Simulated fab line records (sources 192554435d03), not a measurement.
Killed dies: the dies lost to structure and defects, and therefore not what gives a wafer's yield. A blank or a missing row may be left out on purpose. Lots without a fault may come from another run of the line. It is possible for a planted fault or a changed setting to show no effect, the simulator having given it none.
2 desks, one fault :: flow n5Finfet :: numbers are kept per desk, each desk with only its own; the story behind them comes last

## AT THE TOOL OWNER'S DESK: cmp-01
The tool's own readings at N5_MOL_CONTACT_COAG_CMP_52 (polishes, stops on SiO2, t overpolish 1.5 s, target thk 66.5 nm): means of the sampled wafers that have a number, for each lot that ran on this tool. A lot is out of limits, marked OUT, if its mean lies more than 4 standard deviations from the usual mean; the brackets give that distance.
Columns: A = motorCurrentA at N5_MOL_CONTACT_COAG_CMP_52, usual 12.3 A; B = overpolishRunS at N5_MOL_CONTACT_COAG_CMP_52, usual 1.499 s; C = platenRpm at N5_MOL_CONTACT_COAG_CMP_52, usual 50.29 rpm; D = timeToEndpointS at N5_MOL_CONTACT_COAG_CMP_52, usual 13.3 s
lot: L293
first seen here: day 5 07:31
A: 12.2
B: 1.502
C: 50.32
D: 16.9

lot: L295
first seen here: day 5 16:02
A: 12.5
B: 1.504
C: 50.29
D: 13.8

lot: L308
first seen here: day 9 04:38
A: 13.1
B: 1.505
C: 49.26 (-29) OUT
D: 13.6

lot: L309
first seen here: day 9 10:58
A: 12.6
B: 1.503
C: 49.65 (-18) OUT
D: 13.1
Finding of this desk: L308, L309 out of limits; the first was L308 at day 9 04:38, on platenRpm at N5_MOL_CONTACT_COAG_CMP_52. L293, L295 stayed within limits.

## FROM THE METROLOGY DESK
Means of the sampled wafers that have a number, per lot and without regard to the tool the lot ran on: this is what the gauges read. A lot is out of limits, marked OUT, if its mean lies more than 4 standard deviations from the usual mean; the brackets give that distance. It has 11 readings; the 7 that lie furthest out on some lot are the ones shown.
Columns: A = DIBL_N at N5_BEOL_M4_RC_MEAS_101, usual 35.9 mV/V; B = DIBL_P at N5_BEOL_M4_RC_MEAS_101, usual 36.3 mV/V; C = IOFF_P at N5_BEOL_M4_RC_MEAS_101, usual 0.208 nA/um; D = ION_N at N5_BEOL_M4_RC_MEAS_101, usual 672 uA/um; E = ION_P at N5_BEOL_M4_RC_MEAS_101, usual 462 uA/um; F = SS_P at N5_BEOL_M4_RC_MEAS_101, usual 73.3 mV/dec; G = VT_P at N5_BEOL_M4_RC_MEAS_101, usual -250.5 mV
lot: L293
first seen here: day 5 07:01
A: 35.5
B: 35.4
C: 0.175
D: 666
E: 455
F: 73.0
G: -255.8

lot: L295
first seen here: day 5 15:12
A: 34.0
B: 36.5
C: 0.203
D: 668
E: 462
F: 73.6
G: -251.1

lot: L297
first seen here: day 6 13:36
A: 35.5
B: 35.4
C: 0.195
D: 673
E: 461
F: 72.6
G: -251.1

lot: L300
first seen here: day 7 03:57
A: 37.8
B: 38.8
C: 0.240
D: 678
E: 470
F: 74.4
G: -249.3

lot: L308
first seen here: day 9 04:02
A: 36.7
B: 37.1
C: 0.263
D: 682
E: 474
F: 73.7
G: -246.2

lot: L309
first seen here: day 9 10:31
A: 36.6
B: 37.7
C: 0.213
D: 675
E: 458
F: 73.3
G: -251.3

lot: L310
first seen here: day 9 19:02
A: 34.7
B: 35.9
C: 0.169
D: 669
E: 456
F: 73.2
G: -255.1

lot: L314
first seen here: day 10 15:32
A: 36.7
B: 37.8
C: 0.221
D: 687
E: 467
F: 74.0
G: -249.1

lot: L315
first seen here: day 10 21:30
A: 35.4
B: 36.4
C: 0.191
D: 671
E: 462
F: 72.9
G: -252.8
Result from this desk: across the 9 lots, nothing is out of limits.

## BROUGHT TOGETHER
The tool owner's desk could have raised an alarm at day 9 04:38, on L308, L309.
At the metrology desk, nothing out of limits was observed.
The metrology desk has L308, L309 on record, within its limits.
On cmp-01, each named lot ran N5_MOL_CONTACT_COAG_CMP_52.

## WHAT HAD BEEN PUT IN BY THE SIMULATOR
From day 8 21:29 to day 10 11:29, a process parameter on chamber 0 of cmp-01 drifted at N5_MOL_CONTACT_COAG_CMP_52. A move of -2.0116 in setting platenRpm, from 50.289. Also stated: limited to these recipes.
Shown lots that were struck: L308, L309.
Time in hours from fault onset to the first out-of-limits reading at each desk: the tool owner's desk, 7.
